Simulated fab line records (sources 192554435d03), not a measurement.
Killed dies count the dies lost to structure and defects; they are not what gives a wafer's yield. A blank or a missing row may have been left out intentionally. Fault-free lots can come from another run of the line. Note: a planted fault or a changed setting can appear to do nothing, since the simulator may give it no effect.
fab line records || flow n5Finfet
record: {"lots": 4, "wafers": 12, "lastDay": 18}
route steps=1938 shown FIN_SAQP@119 FIN_CUT@154 STI_FIN_REVEAL@196 PASSIVATION@1936
lots that met no fault: taken from a fault-free run of the same line
startH: hours from the record's opening day to when the first of the lot's shown wafers began || waitH: hours elapsed since this lot's preceding step || " unchanged from the row above || L1.1+2: one row covering several wafers at once || - either no value or no given start || * or withheld: withheld || < > ~ a bound
route shown NAME@n: names a module that has steps shown in the file, with the first one's number in the route || usual: the fault-free wafers' mean and standard deviation || same: alike in all rows || chamber/n: place in a boat || sites: the reading at each site || _std_site: standard deviation of those values || _edge_site: mean of outer sites minus mean of inner sites || radiusMm: for every site, how far away it sits from the centre of the wafer || mask NAME#n: copy n || behind: the last tool/chamber to shape the wafer || hold: the reason the lot was held/the length of the hold in hours/how it ended || device: transistor that didn't switch, given as n, p or np || end of line: tests run on the same wafers once the route is complete || a step given without rows: its recipe and nothing more || killed: not the wafer's yield, but the dies lost to structure and defects at the first sort || map: dies across one wafer; x = killed, . = not, _ = none there
set.NAME: the setting as run; set.NAME@STEP: as run at that earlier step || model.NAME: the simulator's own value behind a step, which no gauge read
lots at selected steps of the route; one table per step, one row per wafer
services: a tool's chamber out of use, with start hour (startH, from the record's first day; less than 0 if before it), hours out, and reason
== steps ==
step: N5_FIN_SAQP_STRIP_74
recipe: {"chemistry": "CHF3/O2", "resist": "SiARC", "rfFrequencyHz": 6e+07}
step: N5_FIN_SAQP_MANDREL_ETCH_22
recipe: {"targetDepthA": 600, "chemistry": "HBr/Cl2", "target": "a-Si", "stopOn": "SiNx", "btTimeS": 10, "overEtchFrac": 0.5, "timeS": 30, "pressureMtorr": 10, "icpW": 800, "biasW": 75, "HBr_flow_sccm": 150, "Cl2_flow_sccm": 80, "ends": "endPoint"}
step: N5_FIN_SAQP_STRIP_55
recipe: {"chemistry": "N2/H2", "powerW": 500, "tempC": 40, "pressureMtorr": 50, "rfFrequencyHz": 6e+07, "overashFraction": 0.3, "biasPowerW": 28, "h2Frac": 0.5, "n2FlowSccm": 300, "h2FlowSccm": 300}
step: N5_FIN_SAQP_STRIP_23
recipe: {"chemistry": "SPM", "timeS": 750, "tempC": 130, "h2so4H2o2VolRatio": 4}
step: N5_FIN_SAQP_SRD_66
recipe: {"dry": "ipaMarangoni", "timeS": 30, "tempC": 23, "rinseLiquid": "diw"}
step: N5_FIN_SAQP_RECESS_75
recipe: {"chemistry": "HF/NH3", "target": "SiO2", "targetDepthA": 144, "afsCycles": 3, "tempC": 30, "sublimationTempC": 180, "sublimationTimeS": 60}
step: N5_FIN_SAQP_SPACER1_ALD_24
recipe: {"material": "SiO2", "targetThkA": 203, "tempC": 300, "aldPrecursorFamily": "BDEAS", "aldCoReactant": "O2-plasma", "pulseTimeS": 1, "purgeTimeS": 2, "coReactantPurgeTimeS": 2, "aldCycles": 218, "pressureTorr": 2}
step: N5_FIN_SAQP_SPACER1_ETCHBACK_25
recipe: {"chemistry": "CHF3/O2", "mode": "anisotropicEtchback", "target": "SiO2", "targetDepthA": 244, "timeS": 12.2, "pressureMtorr": 30, "sourceW": 650, "biasW": 170, "Ar_flow_sccm": 200, "CHF3_flow_sccm": 50, "O2_flow_sccm": 5, "ionEnergyEv": 200}
step: N5_FIN_SAQP_MANDREL1_REMOVE_56
recipe: {"chemistry": "HBr/Cl2/O2", "btTimeS": 10, "target": "a-Si", "stopOn": "SiNx", "endpoint": "OES-SiCl", "overEtchFrac": 1, "icpW": 600, "biasW": 22, "HBr_flow_sccm": 150, "Cl2_flow_sccm": 80, "O2_flow_sccm": 5, "pressureMtorr": 10}
step: N5_FIN_SAQP_ETCH_57
recipe: {"chemistry": "CH3F/O2", "target": "SiNx", "maskMaterial": "SiO2", "targetDepthA": 325, "timeS": 46.4, "pressureMtorr": 30, "sourceW": 395, "biasW": 73, "Ar_flow_sccm": 150, "CH3F_flow_sccm": 30, "O2_flow_sccm": 20, "ionEnergyEv": 120, "ends": "cleared"}
step: N5_FIN_SAQP_ETCH_65
recipe: {"chemistry": "CF4", "target": "SiO2", "targetDepthA": 40, "ionEnergyEv": 350, "timeS": 4.4, "pressureMtorr": 10, "icpW": 800, "biasW": 400, "cf4FlowSccm": 80}
step: N5_FIN_SAQP_MANDREL_ETCH_58
recipe: {"chemistry": "HBr/Cl2", "target": "a-Si", "targetDepthA": 450, "btTimeS": 10, "stopOn": "SiNx", "maskMaterial": "SiO2", "overEtchFrac": 0.8, "timeS": 27, "pressureMtorr": 10, "icpW": 800, "biasW": 75, "HBr_flow_sccm": 150, "Cl2_flow_sccm": 80, "ends": "endPoint"}
usual: {"drypumpMotorCurrentA": "5.6/0.45", "oesProductAu": "0.697/0.014", "throttleValvePct": "35.8/0.39"}
{"lot.wafer": "L332.1", "tool": "rieSi-03", "chamber": 2, "startH": 85.13, "waitH": 0.0, "drypumpMotorCurrentA": 5.5, "oesProductAu": 0.687, "rfHoursCounterH": 106, "throttleValvePct": 36.0, "model.SiNx_of_FIN_SAQP_HM_DEP_03.thkNm": 38.2}
{"lot.wafer": "L332.3", "tool": "rieSi-03", "chamber": 3, "startH": 85.13, "waitH": 0.0, "drypumpMotorCurrentA": 5.8, "oesProductAu": 0.697, "rfHoursCounterH": 130, "throttleValvePct": 36.0, "model.SiNx_of_FIN_SAQP_HM_DEP_03.thkNm": 37.66}
{"lot.wafer": "L332.4", "tool": "rieSi-03", "chamber": 0, "startH": 85.13, "waitH": 0.0, "drypumpMotorCurrentA": 5.6, "oesProductAu": 0.671, "rfHoursCounterH": 111, "throttleValvePct": 35.3, "model.SiNx_of_FIN_SAQP_HM_DEP_03.thkNm": 38.2}
{"lot.wafer": "L334.1", "tool": "rieSi-05", "chamber": 1, "startH": 97.78, "waitH": 0.0, "drypumpMotorCurrentA": 5.8, "oesProductAu": 0.694, "rfHoursCounterH": 96, "throttleValvePct": 35.7, "model.SiNx_of_FIN_SAQP_HM_DEP_03.thkNm": 38}
{"lot.wafer": "L334.4", "tool": "rieSi-05", "chamber": 3, "startH": 97.78, "waitH": 0.0, "drypumpMotorCurrentA": 5.4, "oesProductAu": 0.680, "rfHoursCounterH": 43, "throttleValvePct": 36.4, "model.SiNx_of_FIN_SAQP_HM_DEP_03.thkNm": 37.8}
{"lot.wafer": "L334.5", "tool": "rieSi-05", "chamber": 3, "startH": 97.78, "waitH": 0.0, "drypumpMotorCurrentA": 5.4, "oesProductAu": 0.675, "rfHoursCounterH": "-", "throttleValvePct": 36.4, "model.SiNx_of_FIN_SAQP_HM_DEP_03.thkNm": 38.2}
{"lot.wafer": "L341.1", "tool": "rieSi-03", "chamber": 0, "startH": 138.93, "waitH": 0.0, "drypumpMotorCurrentA": 5.6, "oesProductAu": 0.669, "rfHoursCounterH": 112, "throttleValvePct": 35.3, "model.SiNx_of_FIN_SAQP_HM_DEP_03.thkNm": 29.6}
{"lot.wafer": "L341.4", "tool": "rieSi-03", "chamber": 3, "startH": 138.93, "waitH": 0.0, "drypumpMotorCurrentA": 5.8, "oesProductAu": 0.708, "rfHoursCounterH": 131, "throttleValvePct": 36.0, "model.SiNx_of_FIN_SAQP_HM_DEP_03.thkNm": 37.91}
{"lot.wafer": "L341.5", "tool": "rieSi-03", "chamber": 0, "startH": 138.93, "waitH": 0.0, "drypumpMotorCurrentA": 5.6, "oesProductAu": 0.686, "rfHoursCounterH": "-", "throttleValvePct": 35.3, "model.SiNx_of_FIN_SAQP_HM_DEP_03.thkNm": 37.8}
{"lot.wafer": "L345.1", "tool": "rieSi-03", "chamber": 2, "startH": 162.81, "waitH": 0.0, "drypumpMotorCurrentA": 5.5, "oesProductAu": 0.697, "rfHoursCounterH": 107, "throttleValvePct": 36.0, "model.SiNx_of_FIN_SAQP_HM_DEP_03.thkNm": 28.8}
{"lot.wafer": "L345.4", "tool": "rieSi-03", "chamber": 0, "startH": 162.81, "waitH": 0.0, "drypumpMotorCurrentA": 5.7, "oesProductAu": 0.680, "rfHoursCounterH": 113, "throttleValvePct": 35.3, "model.SiNx_of_FIN_SAQP_HM_DEP_03.thkNm": 37.4}
{"lot.wafer": "L345.5", "tool": "rieSi-03", "chamber": 2, "startH": 162.81, "waitH": 0.0, "drypumpMotorCurrentA": 5.5, "oesProductAu": 0.707, "rfHoursCounterH": "-", "throttleValvePct": 36.0, "model.SiNx_of_FIN_SAQP_HM_DEP_03.thkNm": 37.2}
step: N5_FIN_SAQP_RECESS_63
recipe: {"chemistry": "HF/NH3", "target": "SiO2", "targetDepthA": 180, "afsCycles": 3, "tempC": 30, "sublimationTempC": 180, "sublimationTimeS": 60}
step: N5_FIN_SAQP_COAT_68
recipe: {"resist": "SOC", "tempC": 250, "timeS": 60, "spinRpm": 1500, "resistThkNm": 100}
step: N5_FIN_SAQP_ETCH_69
recipe: {"chemistry": "N2/H2", "target": "SOC", "targetDepthA": 1500, "stopOn": "SiNx", "ionEnergyEv": 100, "biasW": 61, "pressureMtorr": 30, "sourceW": 850, "n2FlowSccm": 200, "h2FlowSccm": 200}
step: N5_FIN_SAQP_ETCH_67
recipe: {"chemistry": "CH3F/O2", "target": "SiNx", "targetDepthA": 300, "maskMaterial": "SOC", "pressureMtorr": 30, "sourceW": 395, "biasW": 73, "Ar_flow_sccm": 150, "CH3F_flow_sccm": 30, "O2_flow_sccm": 20, "ionEnergyEv": 120}
step: N5_FIN_SAQP_STRIP_70
recipe: {"chemistry": "N2/H2", "powerW": 500, "tempC": 40, "pressureMtorr": 50, "rfFrequencyHz": 6e+07, "overashFraction": 0.3, "biasPowerW": 28, "h2Frac": 0.5, "n2FlowSccm": 300, "h2FlowSccm": 300}
step: N5_FIN_SAQP_RECESS_71
recipe: {"chemistry": "HF/NH3", "target": "SiO2", "targetDepthA": 30, "afsCycles": 1, "tempC": 30, "sublimationTempC": 180, "sublimationTimeS": 60}
step: N5_FIN_SAQP_SPACER2_ALD_28
recipe: {"material": "SiO2", "targetThkA": 81, "tempC": 300, "aldPrecursorFamily": "BDEAS", "aldCoReactant": "O2-plasma", "pulseTimeS": 1, "purgeTimeS": 2, "coReactantPurgeTimeS": 2, "pressureTorr": 2}
step: N5_FIN_SAQP_SPACER2_ETCHBACK_29
recipe: {"chemistry": "CHF3/O2", "mode": "anisotropicEtchback", "target": "SiO2", "targetDepthA": 122, "timeS": 6.1, "pressureMtorr": 30, "sourceW": 650, "biasW": 170, "Ar_flow_sccm": 200, "CHF3_flow_sccm": 50, "O2_flow_sccm": 5, "ionEnergyEv": 200}
step: N5_FIN_SAQP_MANDREL2_REMOVE_60
recipe: {"chemistry": "HBr/Cl2/O2", "btTimeS": 10, "target": "a-Si", "stopOn": "SiNx", "endpoint": "OES-SiCl", "overEtchFrac": 1, "icpW": 600, "biasW": 22, "HBr_flow_sccm": 150, "Cl2_flow_sccm": 80, "O2_flow_sccm": 5, "pressureMtorr": 10}
step: N5_FIN_SAQP_HM_OPEN_33
recipe: {"chemistry": "CH3F/O2", "target": "SiNx", "maskMaterial": "SiO2", "targetDepthA": 494, "timeS": 70.6, "pressureMtorr": 30, "sourceW": 395, "biasW": 73, "Ar_flow_sccm": 150, "CH3F_flow_sccm": 30, "O2_flow_sccm": 20, "ionEnergyEv": 120, "ends": "cleared"}
usual: {"drypumpMotorCurrentA": "5.7/0.45", "etchRfOnTimeS": "68.6/1.9", "oesProductAu": "0.66/0.084", "rfVppV": "298/5.3", "showerheadPlenumPTorr": "1.98/0.038", "throttleValvePct": "16.39/0.28"}
{"lot.wafer": "L332.1", "tool": "rieDiel-06", "chamber": 3, "startH": 86.74, "waitH": 0.0, "drypumpMotorCurrentA": 6.0, "etchRfOnTimeS": 71.3, "oesProductAu": 0.58, "rfHoursCounterH": 197, "rfVppV": 295, "showerheadPlenumPTorr": 1.98, "throttleValvePct": 16.62, "model.etch.depthNm": 37.65}
{"lot.wafer": "L332.3", "tool": "rieDiel-06", "chamber": 2, "startH": 86.74, "waitH": 0.0, "drypumpMotorCurrentA": 4.9, "etchRfOnTimeS": 66.4, "oesProductAu": 0.83, "rfHoursCounterH": 16, "rfVppV": 309, "showerheadPlenumPTorr": 2.04, "throttleValvePct": 16.36, "model.etch.depthNm": 37.04}
{"lot.wafer": "L332.4", "tool": "rieDiel-06", "chamber": 0, "startH": 86.74, "waitH": 0.0, "drypumpMotorCurrentA": 5.8, "etchRfOnTimeS": 69.1, "oesProductAu": 0.71, "rfHoursCounterH": 85, "rfVppV": 294, "showerheadPlenumPTorr": 1.95, "throttleValvePct": 16.06, "model.etch.depthNm": 37.63}
{"lot.wafer": "L334.1", "tool": "rieDiel-01", "chamber": 3, "startH": 99.18, "waitH": 0.0, "drypumpMotorCurrentA": 6.0, "etchRfOnTimeS": 68.9, "oesProductAu": 0.74, "rfHoursCounterH": 45, "rfVppV": 294, "showerheadPlenumPTorr": 1.95, "throttleValvePct": 15.89, "model.etch.depthNm": 37.29}
{"lot.wafer": "L334.4", "tool": "rieDiel-01", "chamber": 1, "startH": 99.18, "waitH": 0.0, "drypumpMotorCurrentA": 6.3, "etchRfOnTimeS": 71.1, "oesProductAu": 0.59, "rfHoursCounterH": 226, "rfVppV": 290, "showerheadPlenumPTorr": 1.97, "throttleValvePct": 16.53, "model.etch.depthNm": 37.21}
{"lot.wafer": "L334.5", "tool": "rieDiel-01", "chamber": 3, "startH": 99.18, "waitH": 0.0, "drypumpMotorCurrentA": 6.1, "etchRfOnTimeS": 69.5, "oesProductAu": 0.75, "rfHoursCounterH": "-", "rfVppV": 293, "showerheadPlenumPTorr": 1.96, "throttleValvePct": 15.89, "model.etch.depthNm": 37.62}
{"lot.wafer": "L341.1", "tool": "rieDiel-01", "chamber": 0, "startH": 140.33, "waitH": 0.0, "drypumpMotorCurrentA": 4.8, "etchRfOnTimeS": 53.6, "oesProductAu": 0.59, "rfHoursCounterH": 215, "rfVppV": 299, "showerheadPlenumPTorr": 1.99, "throttleValvePct": 16.77, "model.etch.depthNm": 29}
{"lot.wafer": "L341.4", "tool": "rieDiel-01", "chamber": 0, "startH": 140.33, "waitH": 0.0, "drypumpMotorCurrentA": 4.9, "etchRfOnTimeS": 69.6, "oesProductAu": 0.59, "rfHoursCounterH": "-", "rfVppV": 301, "showerheadPlenumPTorr": 1.99, "throttleValvePct": 16.79, "model.etch.depthNm": 37.29}
{"lot.wafer": "L341.5", "tool": "rieDiel-01", "chamber": 3, "startH": 140.33, "waitH": 0.0, "drypumpMotorCurrentA": 6.1, "etchRfOnTimeS": 68.8, "oesProductAu": 0.73, "rfHoursCounterH": "-", "rfVppV": 294, "showerheadPlenumPTorr": 1.95, "throttleValvePct": 15.92, "model.etch.depthNm": 37.19}
{"lot.wafer": "L345.1", "tool": "rieDiel-06", "chamber": 2, "startH": 164.23, "waitH": 0.0, "drypumpMotorCurrentA": 4.9, "etchRfOnTimeS": 50.0, "oesProductAu": 0.79, "rfHoursCounterH": 38, "rfVppV": 307, "showerheadPlenumPTorr": 2.03, "throttleValvePct": 16.40, "model.etch.depthNm": 28.14}
{"lot.wafer": "L345.4", "tool": "rieDiel-06", "chamber": 3, "startH": 164.23, "waitH": 0.0, "drypumpMotorCurrentA": 6.0, "etchRfOnTimeS": 69.1, "oesProductAu": 0.58, "rfHoursCounterH": 227, "rfVppV": 295, "showerheadPlenumPTorr": 1.97, "throttleValvePct": 16.69, "model.etch.depthNm": 36.81}
{"lot.wafer": "L345.5", "tool": "rieDiel-06", "chamber": 2, "startH": 164.23, "waitH": 0.0, "drypumpMotorCurrentA": 4.9, "etchRfOnTimeS": 64.7, "oesProductAu": 0.79, "rfHoursCounterH": "-", "rfVppV": 308, "showerheadPlenumPTorr": 2.03, "throttleValvePct": 16.41, "model.etch.depthNm": 36.49}
step: N5_FIN_SAQP_ETCH_34
recipe: {"chemistry": "C4F6/O2", "target": "SiO2", "targetDepthA": 450, "timeS": 15, "ionEnergyEv": 250, "pressureMtorr": 30, "sourceW": 345, "biasW": 185, "Ar_flow_sccm": 300, "C4F6_flow_sccm": 10, "O2_flow_sccm": 10, "ends": "cleared"}
step: N5_FIN_SAQP_STRIP_77
recipe: {"chemistry": "N2/H2", "timeS": 90, "powerW": 100, "tempC": 40, "pressureMtorr": 100, "rfFrequencyHz": 6e+07, "biasPowerW": 3, "n2FlowSccm": 300, "h2FlowSccm": 300}
step: N5_FIN_SAQP_ETCH_64
recipe: {"chemistry": "CF4", "target": "SiO2", "targetDepthA": 15, "ionEnergyEv": 350, "pressureMtorr": 10, "icpW": 800, "biasW": 400, "cf4FlowSccm": 80}
step: N5_FIN_SAQP_FIN_ETCH_36
recipe: {"chemistry": "HBr/Cl2/O2", "targetDepthA": 1200, "maskMaterial": "SiNx", "timeS": 50.4, "biasW": 102, "pressureMtorr": 10, "icpW": 800, "HBr_flow_sccm": 150, "Cl2_flow_sccm": 80, "O2_flow_sccm": 12}
step: N5_FIN_SAQP_PRECLEAN_38
recipe: {"chemistry": "O3/DIW", "timeS": 45, "tempC": 22, "o3Ppm": 10}
step: N5_FIN_SAQP_PRECLEAN_45
recipe: {"chemistry": "dHF", "timeS": 10, "dilution": "500:1", "tempC": 25}
step: N5_FIN_SAQP_SRD_39
recipe: {"dry": "ipaMarangoni", "timeS": 30, "tempC": 23, "rinseLiquid": "diw"}
step: N5_FIN_CUT_COAT_18
recipe: {"resist": "SOC", "tempC": 250, "timeS": 60, "spinRpm": 1500, "resistThkNm": 230}
step: N5_FIN_CUT_COAT_19
recipe: {"resist": "SiARC", "tempC": 220, "timeS": 60, "spinRpm": 1500, "resistThkNm": 20}
step: N5_FIN_CUT_COAT_29
recipe: {"resist": "underlayer", "tempC": 205, "timeS": 60, "spinRpm": 1500, "resistThkNm": 10}
step: N5_FIN_CUT_COAT_02
recipe: {"resist": "CAR-EUV", "spinRpm": 1500, "resistThkNm": 30}
step: N5_FIN_CUT_EBR_04
recipe: {"solvent": "PGMEA", "ebrWidthMm": 1.5}
step: N5_FIN_CUT_SOFTBAKE_03
recipe: {"tempC": 110, "timeS": 60, "resist": "CAR-EUV"}
step: N5_FIN_CUT_EXPOSE_05
recipe: {"maskId": "FIN_CUT", "na": 0.33, "sourceShape": "annular", "sigmaInner": 0.35, "sigmaOuter": 0.8, "polarization": "unpolarized", "doseMj": 45.75}
step: N5_STI_FIN_REVEAL_RECESS_09
recipe: {"chemistry": "HF/NH3", "target": "SiO2", "afsCycles": 11, "targetDepthA": 425, "tempC": 30, "sublimationTempC": 180, "sublimationTimeS": 60}
usual: {"drypumpMotorCurrentA": "6.09/0.23"}
{"lot.wafer": "L332.1", "tool": "vaporEtch-01", "chamber": 0, "startH": 95.41, "waitH": 0.0, "drypumpMotorCurrentA": 5.89, "model.SiNx_of_FIN_SAQP_HM_DEP_03.thkNm": 18.4}
{"lot.wafer": "L332.3", "tool": "vaporEtch-01", "chamber": 0, "startH": 95.41, "waitH": 0.0, "drypumpMotorCurrentA": 5.89, "model.SiNx_of_FIN_SAQP_HM_DEP_03.thkNm": 17.4}
{"lot.wafer": "L332.4", "tool": "vaporEtch-01", "chamber": 1, "startH": 95.41, "waitH": 0.0, "drypumpMotorCurrentA": 6.56, "model.SiNx_of_FIN_SAQP_HM_DEP_03.thkNm": 18.6}
{"lot.wafer": "L334.1", "tool": "vaporEtch-02", "chamber": 1, "startH": 107.23, "waitH": 0.0, "drypumpMotorCurrentA": 6.15, "model.SiNx_of_FIN_SAQP_HM_DEP_03.thkNm": 17.8}
{"lot.wafer": "L334.4", "tool": "vaporEtch-02", "chamber": 1, "startH": 107.23, "waitH": 0.0, "drypumpMotorCurrentA": 6.13, "model.SiNx_of_FIN_SAQP_HM_DEP_03.thkNm": 18.2}
{"lot.wafer": "L334.5", "tool": "vaporEtch-02", "chamber": 0, "startH": 107.23, "waitH": 0.0, "drypumpMotorCurrentA": 5.86, "model.SiNx_of_FIN_SAQP_HM_DEP_03.thkNm": 18.2}
{"lot.wafer": "L341.1", "tool": "vaporEtch-02", "chamber": 0, "startH": 149.12, "waitH": 0.5, "drypumpMotorCurrentA": 5.88, "model.SiNx_of_FIN_SAQP_HM_DEP_03.thkNm": 9.8}
{"lot.wafer": "L341.4", "tool": "vaporEtch-02", "chamber": 1, "startH": 149.12, "waitH": 0.5, "drypumpMotorCurrentA": 6.14, "model.SiNx_of_FIN_SAQP_HM_DEP_03.thkNm": 18}
{"lot.wafer": "L341.5", "tool": "vaporEtch-02", "chamber": 0, "startH": 149.12, "waitH": 0.5, "drypumpMotorCurrentA": 5.89, "model.SiNx_of_FIN_SAQP_HM_DEP_03.thkNm": 18}
{"lot.wafer": "L345.1", "tool": "vaporEtch-02", "chamber": 0, "startH": 172.76, "waitH": 0.0, "drypumpMotorCurrentA": 5.93, "model.SiNx_of_FIN_SAQP_HM_DEP_03.thkNm": 8.6}
{"lot.wafer": "L345.4", "tool": "vaporEtch-02", "chamber": 0, "startH": 172.76, "waitH": 0.0, "drypumpMotorCurrentA": 5.93, "model.SiNx_of_FIN_SAQP_HM_DEP_03.thkNm": 17.4}
{"lot.wafer": "L345.5", "tool": "vaporEtch-02", "chamber": 0, "startH": 172.76, "waitH": 0.0, "drypumpMotorCurrentA": 5.89, "model.SiNx_of_FIN_SAQP_HM_DEP_03.thkNm": 17}
step: N5_PASSIVATION_PROBE_49
usual: {"killed_at_M0_to_M3": "35/11", "killed_at_M4_up": "14/5.4", "killedAtContacts": "13/6", "killedAtFrontEnd": "38/11", "killedAtOther": "3.4/2.6", "killedDies": "104/19", "killedOpen": "68/13", "killedShort": "34/8.5"}
same: {"grossDies": 1180, "killedAtBackSide": 0}
{"lot.wafer": "L341.1", "tool": "prober-01", "chamber": "-", "startH": 414.89, "waitH": 0.0, "killed_at_M0_to_M3": 28, "killed_at_M4_up": 31, "killedAtContacts": 12, "killedAtFrontEnd": 60, "killedAtOther": 6, "killedDies": 137, "killedOpen": 84, "killedShort": 38}
killed by level:class
L341.1 BEOL_M4:geometricParticle:open=16 HKMG_FIN:areaEtch=15 STI_FIN_REVEAL:geometricParticle:open=10 BEOL_M1:geometricParticle:open=9 FIN_SAQP:geometricParticle:open=8 MOL_CONTACT_COAG:geometricParticle:open=8 BEOL_M0_SAQP:geometricParticle:short=6 BEOL_M0_SAQP:geometricParticle:open=6
== services ==
{"tool": "rieSi-03", "chamber": "-", "startH": 67.54, "hours": 0.3, "kind": "repair"}
{"tool": "rieDiel-01", "chamber": 2, "startH": 75.48, "hours": "-", "kind": "clean"}
{"tool": "rieDiel-01", "chamber": 2, "startH": 75.48, "hours": "-", "kind": "consumableReplace:focusRing"}
{"tool": "rieDiel-01", "chamber": 2, "startH": 75.48, "hours": 20.9, "kind": "scheduledDown"}
{"tool": "rieDiel-01", "chamber": 2, "startH": 75.48, "hours": 20.9, "kind": "ventCycle"}
{"tool": "rieDiel-06", "chamber": 0, "startH": 76.12, "hours": 3.5, "kind": "repair"}
{"tool": "rieSi-05", "chamber": 2, "startH": 91.24, "hours": 4.4, "kind": "repair"}
{"tool": "rieDiel-06", "chamber": 2, "startH": 127.22, "hours": 13.3, "kind": "repair"}
{"tool": "rieDiel-01", "chamber": 3, "startH": 129.40, "hours": 7.0, "kind": "repair"}
{"tool": "rieDiel-06", "chamber": 1, "startH": 153.08, "hours": 4.2, "kind": "repair"}
{"tool": "rieDiel-01", "chamber": 1, "startH": 162.13, "hours": "-", "kind": "clean"}
{"tool": "rieDiel-01", "chamber": 1, "startH": 162.13, "hours": "-", "kind": "consumableReplace:focusRing"}
{"tool": "rieDiel-01", "chamber": 1, "startH": 162.13, "hours": 17.2, "kind": "scheduledDown"}
{"tool": "rieDiel-01", "chamber": 1, "startH": 162.13, "hours": 17.2, "kind": "ventCycle"}
== key ==
firstSign: {"step": "N5_FIN_SAQP_HM_OPEN_33", "reading": "etchRfOnTimeS", "direction": "down", "sigmas": 8.6, "usual": "*", "struck": "*"}
effect none on later readings
modelEffect: {"step": "N5_FIN_SAQP_MANDREL_ETCH_58", "value": "SiNx_of_FIN_SAQP_HM_DEP_03.thkNm", "without": 36.8, "struck": 29.2}
modelEffect: {"step": "N5_FIN_SAQP_HM_OPEN_33", "value": "etch.depthNm", "without": 36.22, "struck": 28.57}
modelEffect: {"step": "N5_STI_FIN_REVEAL_RECESS_09", "value": "SiNx_of_FIN_SAQP_HM_DEP_03.thkNm", "without": 16.8, "struck": 9.2}
metAt N5_FIN_SAQP_MANDREL_ETCH_58
struckWafers L341.1,L345.1
testerLeftOut L341,L345
baselineLoss: {"step": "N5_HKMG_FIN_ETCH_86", "wafers": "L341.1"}
onsetBetween 85.13 138.93
fault: {"kind": "processParameterDrift", "tool": "rieSi-03", "chamber": "-", "onsetH": 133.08, "steps": "N5_FIN_SAQP_MANDREL_ETCH_58", "channel": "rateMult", "offset": 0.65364, "shape": "step", "endH": 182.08, "scope": "struckWafersOnly"}
testerLeftOut: of these lots the tester's yield and bins aren't shown, on N5 and GAA mostly nor the transistor test; their killed dies are dies lost to structure and defects alone, not to doping, threshold or leakage, so they don't give the yield
baselineLoss: these wafers lose ten dies or more at that step, a loss of the line's own and not of a fault; the sort's usual values leave them out
